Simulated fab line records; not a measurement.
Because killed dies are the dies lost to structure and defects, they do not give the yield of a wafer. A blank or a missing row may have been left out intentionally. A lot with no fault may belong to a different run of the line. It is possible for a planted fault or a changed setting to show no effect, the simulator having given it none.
Chamber matching :: flow nandHarc :: NHARC_A_STAIRCASE_ETCHBACK_422 on rieDiel-05: 4 sister chambers
The step etches the open film in CH3F/O2, target depth 40 nm, time 74.286 s. 7 wafers are shown with their chamber, then 8 later ones without.

== EACH WAFER AND ITS CHAMBER ==
wafer: L083.6
chamber: 3
rfVppV (V): 243.4
oesProductAu (a.u.): 0.99

wafer: L087.1
chamber: 2
rfVppV (V): 245.3
oesProductAu (a.u.): 1.00

wafer: L087.6
chamber: 0
rfVppV (V): 243.7
oesProductAu (a.u.): 0.96

wafer: L089.1
chamber: 1
rfVppV (V): 247.8
oesProductAu (a.u.): 0.98

wafer: L089.4
chamber: 3
rfVppV (V): 241.4
oesProductAu (a.u.): 0.99

wafer: L089.6
chamber: 2
rfVppV (V): 245.0
oesProductAu (a.u.): 1.01

wafer: L086.1
chamber: 0
rfVppV (V): 242.7
oesProductAu (a.u.): 1.00

== WAFERS WITH NO CHAMBER GIVEN ==
wafer: L086.2
rfVppV (V): 246.1
oesProductAu (a.u.): 0.97

wafer: L086.5
rfVppV (V): 244.3
oesProductAu (a.u.): 1.00

wafer: L090.1
rfVppV (V): 246.5
oesProductAu (a.u.): 0.91

wafer: L090.3
rfVppV (V): 246.0
oesProductAu (a.u.): 0.93

wafer: L090.6
rfVppV (V): 243.3
oesProductAu (a.u.): 0.92

wafer: L093.2
rfVppV (V): 246.6
oesProductAu (a.u.): 1.00

wafer: L093.3
rfVppV (V): 242.8
oesProductAu (a.u.): 1.00

wafer: L093.4
rfVppV (V): 246.4
oesProductAu (a.u.): 0.98

== WHICH CHAMBER EACH WENT THROUGH ==
wafer: L086.2
from the rows above: can't be placed: 1 or 2 or 0
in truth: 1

wafer: L086.5
from the rows above: can't be placed: 2 or 0 or 3
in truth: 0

wafer: L090.1
from the rows above: can't be placed: 1 or 0 or 2
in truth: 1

wafer: L090.3
from the rows above: can't be placed: 1 or 0 or 2 or 3
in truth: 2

wafer: L090.6
from the rows above: can't be placed: 0 or 3 or 2
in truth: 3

wafer: L093.2
from the rows above: can't be placed: 2 or 1
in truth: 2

wafer: L093.3
from the rows above: can't be placed: 3 or 0 or 2
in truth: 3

wafer: L093.4
from the rows above: can't be placed: 1 or 2 or 0
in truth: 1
Correctly placed: 0 of 8. Can't be placed from these rows: 8 (the true chamber is among the candidates in 8). Placed wrongly: 0.
How it was worked out, from the rows above alone: a wafer's distance from a chamber is the root of the sum, over the readings, of the square of ((its reading less the chamber's mean) divided by the reading's scatter). The wafer belongs to the nearest chamber; if the next one is less than 2 further off, it can't be placed. For every chamber, the mean is computed from those of its wafers that are shown. The scatter: take each reading less its chamber's mean, square it, sum over the shown wafers, divide by the number of wafers less the number of chambers, and take the root.
